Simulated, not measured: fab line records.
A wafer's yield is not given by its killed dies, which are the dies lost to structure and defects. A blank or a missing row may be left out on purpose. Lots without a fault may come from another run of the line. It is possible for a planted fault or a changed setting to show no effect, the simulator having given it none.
fab line records	flow nandHarc
[record] lots = 13	wafers = 39	lastDay = 24
route steps=1159 shown P_M1@306 P_M2@318 END@1159
lots that met no fault: taken from a fault-free run of the same line
startH: start of the lot's first displayed wafer, in hours after the record's first day	waitH: hours from the lot's prior step to this one	" identical to the entry in the row above	L1.1+2: several wafers, shown together as one row	- either no value or no given start	* or withheld: withheld	< > ~ a bound
route shown NAME@n: NAME is a module with steps in the file, n the number in the route of the first one	usual: mean/standard deviation of fault-free wafers	same: alike in all rows	chamber/n: place in a boat	sites: the reading at each site	_std_site: standard deviation across them	_edge_site: inner sites' mean taken away from outer sites' mean	radiusMm: how far each site lies from the wafer's centre	mask NAME#n: copy n	behind: tool/chamber where the wafer was last shaped	hold: why the lot went on hold/how many hours it stayed there/how the hold came to an end	device: names the non-switching transistor (n, p or np)	end of line: tests of these same wafers at the route's end	a step with no rows: only its recipe	killed: not the wafer's yield, but the dies lost to structure and defects at the first sort	map: per-die view of a wafer (x killed, . not killed, _ where there is no die)
set.NAME: the setting as run; set.NAME@STEP: as run at that earlier step	model.NAME: the simulator's own value behind a step, which no gauge read
route steps across a sampled set of lots; one table per step, one row per wafer
services: the hour from which a tool's chamber was out of use, counted from the record's first day as startH (under 0 if before that day), plus the number of hours and why
[[steps]]
[step NHARC_P_M1_PRE_CLEAN_30]
[recipe] timeS = 30	tempC = 280	gas = H2/He
[usual] heaterPowerW = 395/34	susceptorTempC = 279.98/0.19
lot.wafer	tool	chamber	startH	waitH	heaterPowerW	susceptorTempC
L743.2	pvdSputter-01	-	-	-	406	280.17
L743.3	"	-	"	"	415	279.79
L743.1	"	-	"	"	389	279.81
L742.1	pvdSputter-02	-	-	-	333	279.97
L742.3	"	-	"	"	447	280.39
L742.2	"	-	"	"	406	279.87
L745.1	pvdSputter-02	-	-	-	331	280.05
L745.3	"	-	"	"	430	279.73
L745.6	"	-	"	"	408	280.17
L749.2	pvdSputter-02	-	-	-	432	279.68
L749.3	"	-	"	"	412	280.04
L749.4	"	-	"	"	363	280.02
L748.3	pvdSputter-03	-	-	-	420	-
L748.1	"	-	"	"	445	-
L748.4	"	-	"	"	397	-
L755.4	pvdSputter-01	-	-	-	384	279.92
L755.5	"	-	"	"	387	280.07
L755.6	"	-	"	"	377	280.21
L756.4	pvdSputter-02	-	-	-	358	-
L756.2	"	-	"	"	437	-
L756.1	"	-	"	"	432	-
L759.4	pvdSputter-03	-	-	-	410	280.08
L759.2	"	-	"	"	443	280.14
L759.3	"	-	"	"	396	279.73
L760.2	pvdSputter-03	-	-	-	434	279.96
L760.6	"	-	"	"	387	279.98
L760.5	"	-	"	"	415	279.89
L761.2	pvdSputter-03	-	-	-	446	280.10
L761.3	"	-	"	"	394	279.79
L761.6	"	-	"	"	398	279.54
L762.2	pvdSputter-02	-	-	-	400	279.71
L762.3	"	-	"	"	338	279.77
L762.5	"	-	"	"	397	279.79
L763.1	pvdSputter-02	-	-	-	353	279.93
L763.2	"	-	"	"	333	279.97
L763.4	"	-	"	"	401	280.07
L764.4	pvdSputter-02	-	-	-	335	280.24
L764.5	"	-	"	"	409	279.89
L764.6	"	-	"	"	399	279.87
[step NHARC_P_M1_PVD_21]
[recipe] targetThkA = 300	chamberPressurePa = 5	powerW = 5000	substrateTempC = 30	timeS = 20.49	material = Cu
[usual] throttleValvePct = 30.0/1
lot.wafer	tool	chamber	startH	waitH	throttleValvePct
L743.3	pvdSputter-01	-	-	-	31.6
L743.1	"	-	"	"	31.1
L743.2	"	-	"	"	30.0
L742.1	pvdSputter-02	-	-	-	29.9
L742.2	"	-	"	"	30.0
L742.3	"	-	"	"	28.1
L745.1	pvdSputter-02	-	-	-	30.5
L745.3	"	-	"	"	28.2
L745.6	"	-	"	"	30.0
L749.3	pvdSputter-02	-	-	-	28.0
L749.2	"	-	"	"	30.3
L749.4	"	-	"	"	30.2
L748.3	pvdSputter-03	-	-	-	29.6
L748.1	"	-	"	"	31.5
L748.4	"	-	"	"	28.9
L755.4	pvdSputter-01	-	-	-	29.3
L755.6	"	-	"	"	30.5
L755.5	"	-	"	"	29.5
L756.1	pvdSputter-02	-	-	-	30.2
L756.4	"	-	"	"	30.2
L756.2	"	-	"	"	27.9
L759.4	pvdSputter-03	-	-	-	31.0
L759.3	"	-	"	"	28.9
L759.2	"	-	"	"	31.7
L760.2	pvdSputter-03	-	-	-	29.2
L760.5	"	-	"	"	29.5
L760.6	"	-	"	"	31.4
L761.2	pvdSputter-03	-	-	-	28.9
L761.3	"	-	"	"	29.6
L761.6	"	-	"	"	29.3
L762.3	pvdSputter-02	-	-	-	30.4
L762.2	"	-	"	"	29.7
L762.5	"	-	"	"	30.5
L763.2	pvdSputter-02	-	-	-	30.1
L763.4	"	-	"	"	28.8
L763.1	"	-	"	"	29.6
L764.4	pvdSputter-02	-	-	-	30.4
L764.5	"	-	"	"	29.7
L764.6	"	-	"	"	30.2
[step NHARC_P_M1_PRE_CLEAN_32]
[recipe] timeS = 12	tempC = 370	rfPowerW = 300	gas = NH3
[usual] heaterPowerW = 649/70	susceptorTempC = 369.96/0.2
lot.wafer	tool	chamber	startH	waitH	heaterPowerW	susceptorTempC
L743.2	pecvd-03	1	131.40	0.1	671	370.37
L743.1	"	2	"	"	708	370.19
L743.3	"	2	"	"	687	370.22
L742.1	pecvd-04	2	132.03	0.1	754	370.07
L742.3	"	0	"	"	539	370.02
L742.2	"	1	"	"	567	369.92
L745.3	pecvd-03	0	135.09	0.1	701	370.31
L745.1	"	2	"	"	665	369.93
L745.6	"	1	"	"	672	370.04
L749.2	pecvd-01	0	168.81	0.1	670	369.84
L749.3	"	1	"	"	736	369.90
L749.4	"	2	"	"	620	369.98
L748.3	pecvd-01	2	169.38	0.1	658	370.02
L748.1	"	1	"	"	785	369.82
L748.4	"	0	"	"	635	370.04
L755.5	pecvd-03	1	203.70	0.4	709	370.03
L755.6	"	2	"	"	720	370.12
L755.4	"	0	"	"	667	369.84
L756.1	pecvd-04	0	209.60	0.1	574	369.70
L756.2	"	1	"	"	634	370.02
L756.4	"	0	"	"	561	369.92
L759.2	pecvd-04	2	225.29	0.1	752	370.02
L759.3	"	1	"	"	590	370.02
L759.4	"	1	"	"	604	369.75
L760.2	pecvd-04	1	231.55	0.8	557	369.90
L760.6	"	1	"	"	581	370.11
L760.5	"	0	"	"	544	369.73
L761.3	pecvd-04	1	236.02	0.1	643	370.09
L761.2	"	0	"	"	523	369.68
L761.6	"	2	"	"	720	370.00
L762.2	pecvd-04	1	237.82	0.1	651	370.11
L762.3	"	0	"	"	556	370.29
L762.5	"	1	"	"	619	370.18
L763.1	pecvd-03	0	248.67	1.9	564	370.23
L763.2	"	1	"	"	693	369.93
L763.4	"	0	"	"	568	370.18
L764.6	pecvd-03	2	253.14	0.1	623	369.90
L764.5	"	0	"	"	618	370.07
L764.4	"	1	"	"	673	369.56
[step NHARC_P_M2_DEP_00]
[recipe] targetThkA = 1825	targetThkNm = 182.5	tempC = withheld	pressureTorr = 5	flowSccm = 200	rfW = 600	material = SiOC
[usual] chamberPressureTorr = 5.002/0.012	rfFwdPowerW = 598.8/1.9	showerheadVppV = 1499/65
lot.wafer	tool	chamber	startH	waitH	chamberPressureTorr	rfFwdPowerW	showerheadVppV
L743.2	pecvd-01	2	132.23	0.6	5.037	601.9	1474
L743.3	"	0	"	"	5.030	595.9	1517
L743.1	"	1	"	"	4.999	597.6	1433
L742.3	pecvd-04	1	132.67	-	5.022	597.8	1477
L742.2	"	2	"	"	4.992	599.8	1484
L742.1	"	0	"	"	5.007	595.9	1444
L745.3	pecvd-01	1	135.58	-	4.997	594.1	1381
L745.1	"	0	"	"	5.019	598.0	1527
L745.6	"	0	"	"	5.019	597.1	1549
L749.3	pecvd-03	2	169.31	-	-	-	-
L749.2	"	1	"	"	-	-	-
L749.4	"	2	"	"	-	-	-
L748.1	pecvd-04	2	169.91	-	-	-	-
L748.3	"	0	"	"	-	-	-
L748.4	"	0	"	"	-	-	-
L755.4	pecvd-03	0	204.26	-	4.996	597.9	1456
L755.5	"	1	"	"	5.001	596.4	1556
L755.6	"	2	"	"	4.989	600.3	1611
L756.2	pecvd-04	1	210.07	-	5.003	597.8	1479
L756.1	"	2	"	"	5.001	598.8	1507
L756.4	"	2	"	"	4.975	597.9	1490
L759.2	pecvd-03	1	225.87	-	5.011	599.0	1518
L759.3	"	2	"	"	4.989	598.8	1601
L759.4	"	1	"	"	5.009	600.1	1540
L760.2	pecvd-04	2	232.07	-	5.005	600.5	1480
L760.5	"	1	"	"	4.990	600.3	1435
L760.6	"	0	"	"	5.000	597.0	1429
L761.3	pecvd-01	0	236.56	-	5.012	597.0	1537
L761.2	"	1	"	"	5.013	597.2	1396
L761.6	"	0	"	"	4.994	598.5	1516
L762.2	pecvd-03	0	238.32	-	5.008	597.8	1449
L762.3	"	2	"	"	5.015	599.7	1621
L762.5	"	0	"	"	5.017	600.1	1467
L763.1	pecvd-03	1	249.18	-	5.011	598.0	1526
L763.2	"	2	"	"	5.002	605.2	1610
L763.4	"	0	"	"	5.010	599.0	1470
L764.5	pecvd-04	1	253.71	-	4.983	600.1	1476
L764.6	"	2	"	"	5.002	598.4	1483
L764.4	"	0	"	"	4.989	597.7	1415
[step NHARC_END_SORT_01]
[recipe] tempC = 25
[usual] defectLimitedYield = 95.7/1.4	killedAtArray = 25/9.2	killedAtOther = 0.9/1.3	killedAtPeriphery = 3.3/2.3	killedDies = 29/9.6	killedOpen = 3.2/1.8	killedShort = 2/1.4	sort_bin_2_pct = 1.3/0.65	sort_bin_3_pct = 0.25/0.21	sort_bin_4_pct = 2.8/0.9	sortNPass = 648/9.6	sortRimYieldPct = 94/3	sortYieldPct = 95.7/1.4
[same] grossDies = 677	sort_bin_5_pct[%] = 0	sort_bin_6_pct[%] = 0	sort_bin_7_pct[%] = 0	sort_bin_8_pct[%] = 0	sortRimNGross = 106.00
lot.wafer	tool	chamber	startH	waitH	defectLimitedYield[%]	killedAtArray	killedAtOther	killedAtPeriphery	killedDies	killedOpen	killedShort	sort_bin_2_pct[%]	sort_bin_3_pct[%]	sort_bin_4_pct[%]	sortNPass	sortRimYieldPct[%]	sortYieldPct[%]
L749.2	prober-02	0	471.06	2.8	0	33	0	644	677	4	1	97.2	0.30	2.5	0	0	0
L749.3	prober-02	0	471.86	3.1	0	38	0	639	677	3	1	95.7	0.44	3.8	0	0	0
L749.4	prober-02	0	472.66	3.4	0	37	0	640	677	6	1	96.3	0.59	3.1	0	0	0
L748.1	prober-01	0	475.49	2.5	0	15	0	662	677	2	0	98.1	0.15	1.8	0	0	0
L748.3	prober-01	0	477.07	3.1	0	23	0	654	677	2	5	97.5	0	2.5	0	0	0
L748.4	prober-01	0	477.86	3.4	0	24	0	653	677	1	1	96.8	0.15	3.1	0	0	0
L755.4	prober-01	0	514.67	3.4	96.6	20	0	3	23	6	2	1.0	0.15	2.2	654	99	96.6
L755.5	prober-01	0	515.48	3.7	96.8	21	0	1	22	3	3	0.7	0.30	2.2	655	97	96.8
L755.6	prober-01	0	516.29	4.1	96.9	20	0	1	21	3	0	0.6	0	2.5	656	97	96.9
// killed by level:class
L749.2 P_M2:areaDep=643 A_CHANNEL_HOLE_D1:chamberFilmFlake=14 A_SLIT:chamberFilmFlake=7 A_STAIRCASE:chamberFilmFlake=4 A_CONTACT:chamberFilmFlake=3 A_CONTACT:geometricParticle:open=2 P_M0:geometricParticle:open=1 A_CHANNEL_HOLE_D1:geometricParticle:short=1
L749.3 P_M2:areaDep=639 A_CHANNEL_HOLE_D1:chamberFilmFlake=17 A_SLIT:chamberFilmFlake=9 A_CONTACT:chamberFilmFlake=5 A_CONTACT:geometricParticle:open=2 A_STAIRCASE:chamberFilmFlake=2 A_STAIRCASE:geometricParticle:open=1 A_M0:geometricParticle:short=1
L749.4 P_M2:areaDep=639 A_CHANNEL_HOLE_D1:chamberFilmFlake=12 A_STAIRCASE:chamberFilmFlake=7 A_SLIT:chamberFilmFlake=6 A_CONTACT:chamberFilmFlake=4 A_CHANNEL_FILL_D1:geometricParticle:open=2 P_M0:geometricParticle:open=1 A_SOURCE_PLATE:geometricParticle:open=1
L748.1 P_M2:areaDep=661 A_CHANNEL_HOLE_D1:chamberFilmFlake=8 A_STAIRCASE:chamberFilmFlake=4 A_SOURCE_PLATE:geometricParticle:open=1 A_CONTACT:geometricParticle:open=1 P_STI:chamberFilmFlake=1 A_CONTACT:chamberFilmFlake=1
L748.3 P_M2:areaDep=650 A_CHANNEL_HOLE_D1:chamberFilmFlake=13 A_STAIRCASE:chamberFilmFlake=4 P_CONTACT:geometricParticle:short=1 P_M0:geometricParticle:short=1 A_CHANNEL_HOLE_D1:geometricParticle:short=1 A_SGD_CUT:geometricParticle:short=1 A_BLC:geometricParticle:open=1
L748.4 P_M2:areaDep=649 A_CHANNEL_HOLE_D1:chamberFilmFlake=18 A_STAIRCASE:chamberFilmFlake=3 P_STI:chamberFilmFlake=2 A_CHANNEL_FILL_D1:geometricParticle:short=1 A_M0:geometricParticle:open=1 P_GATE:chamberFilmFlake=1 P_M1:chamberFilmFlake=1
L755.4 A_CONTACT:chamberFilmFlake=9 A_STAIRCASE:chamberFilmFlake=3 P_CONTACT:geometricParticle:open=2 A_CONTACT:geometricParticle:open=2 P_M0:geometricParticle:open=1 A_SGD_CUT:geometricParticle:short=1 A_BLC:geometricParticle:short=1 A_M0:geometricParticle:open=1
L755.5 A_STAIRCASE:chamberFilmFlake=5 A_CHANNEL_HOLE_D1:chamberFilmFlake=4 A_CONTACT:geometricParticle:open=3 A_CONTACT:chamberFilmFlake=3 A_SGD_CUT:chamberFilmFlake=2 A_WL_FILL:chamberFilmFlake=2 P_M0:geometricParticle:short=1 A_CHANNEL_HOLE_D1:geometricParticle:short=1
L755.6 A_CONTACT:chamberFilmFlake=7 A_SGD_CUT:chamberFilmFlake=4 A_CHANNEL_HOLE_D1:chamberFilmFlake=3 A_STAIRCASE:chamberFilmFlake=3 P_CONTACT:geometricParticle:open=1 A_ONON_D1:geometricParticle:open=1 A_CHANNEL_FILL_D1:geometricParticle:open=1 A_WL_FILL:chamberFilmFlake=1
[[services]]
tool	chamber	startH	hours	kind
pecvd-03	-	111.00	13.0	pm
pecvd-03	0	111.00	23.2	ventCycle
pecvd-03	1	111.00	13.0	ventCycle
pecvd-03	2	111.00	13.0	ventCycle
pecvd-01	1	111.97	5.0	repair
pvdSputter-01	-	115.81	1.2	repair
pvdSputter-03	-	152.33	5.0	repair
pvdSputter-01	-	158.00	10.0	pm
pecvd-04	-	161.75	0.4	repair
pecvd-01	-	162.00	1.1	repair
pecvd-04	-	195.70	13.0	pm
pecvd-04	0	195.70	13.0	ventCycle
pecvd-04	1	195.70	13.0	ventCycle
pecvd-04	2	195.70	13.0	ventCycle
pecvd-01	2	206.82	3.9	repair
pecvd-04	0	208.70	-	clean
pecvd-04	1	208.70	-	clean
pecvd-04	2	208.70	-	clean
pvdSputter-02	-	214.02	10.0	pm
pvdSputter-01	-	217.17	1.9	repair
pvdSputter-01	-	227.25	0.9	repair
pecvd-03	-	230.20	2.3	repair
pecvd-01	-	237.00	13.0	pm
pecvd-03	2	253.54	20.1	repair
[[key]]
[firstSign] step = NHARC_P_M2_DEP_00	reading = toolRecord	direction = missing
[effect] step = NHARC_END_SORT_01	reading = killedAtPeriphery	direction = up	sigmas = 99+	usual = 3.3	struck = 648.7
[moreKillsBornAt] NHARC_P_M2_DEP_00@pecvd-04 = 1960	NHARC_P_M2_DEP_00@pecvd-03 = 1921
metAt NHARC_P_M2_DEP_00
struckLots L748,L749
laterRowsLeftOut L748.1,L748.3,L748.4,L749.2,L749.3,L749.4
notActingAt NHARC_P_M1_PRE_CLEAN_30,NHARC_P_M1_PVD_21,NHARC_P_M1_PRE_CLEAN_32
onsetBetween 132.67 169.31
[fault] kind = skippedStepWhole	tool = pecvd-03,pecvd-04	chamber = -	onsetH = 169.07	steps = NHARC_P_M2_DEP_00	scope = struckLotsOnly
// laterRowsLeftOut: the simulator's readings of these wafers behind a module that went badly wrong aren't trusted and aren't shown, but for the sort
